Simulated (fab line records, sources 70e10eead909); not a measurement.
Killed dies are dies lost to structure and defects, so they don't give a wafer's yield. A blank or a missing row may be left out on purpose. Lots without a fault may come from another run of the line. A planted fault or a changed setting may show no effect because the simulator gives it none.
Chamber matching | flow nand_harc | NHARC_A_BONDPAD_ETCH_34 on rie_diel-02: 4 sister chambers
The step etches the open film in N2/H2, target depth 60 nm, overetch 18 nm, time 65.91 s. 4 wafers are shown with their chamber, then 8 later ones without.

WAFERS WITH THEIR CHAMBER
wafer  | chamber | rf_vpp_V (V)
L962.5 | 3       | 434.2
L972.1 | 2       | 428.8
L972.2 | 0       | 432.1
L975.2 | 1       | 427.2

WAFERS WITHOUT THEIR CHAMBER
wafer  | rf_vpp_V (V)
L975.4 | 428.0
L975.5 | 427.6
L978.1 | 433.5
L978.2 | 428.5
L978.5 | 434.1
L981.1 | 427.4
L981.4 | 431.6
L981.6 | 434.9

WHICH CHAMBER EACH WENT THROUGH
wafer  | from the rows above     | in truth
L975.4 | can't be placed: 1 or 2 | 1
L975.5 | can't be placed: 1 or 2 | 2
L978.1 | can't be placed: 3 or 0 | 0
L978.2 | can't be placed: 2 or 1 | 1
L978.5 | 3                       | 3
L981.1 | 1                       | 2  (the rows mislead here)
L981.4 | 0                       | 0
L981.6 | 3                       | 3
Placed correctly: 3 of 8. Can't be placed from these rows: 4 (the true chamber is among the candidates in 4). Placed wrongly: 1.
How it was worked out, from the rows above alone: a wafer's distance from a chamber is the root of the sum, over the readings, of the square of ((its reading less the chamber's mean) divided by the reading's scatter). The wafer belongs to the nearest chamber; if the next one is less than 2 further off, it can't be placed. A chamber's mean is the mean of its shown wafers. The scatter: with one shown wafer a chamber, the root of the mean of the squares of how far each hidden wafer lies from its nearest shown one.
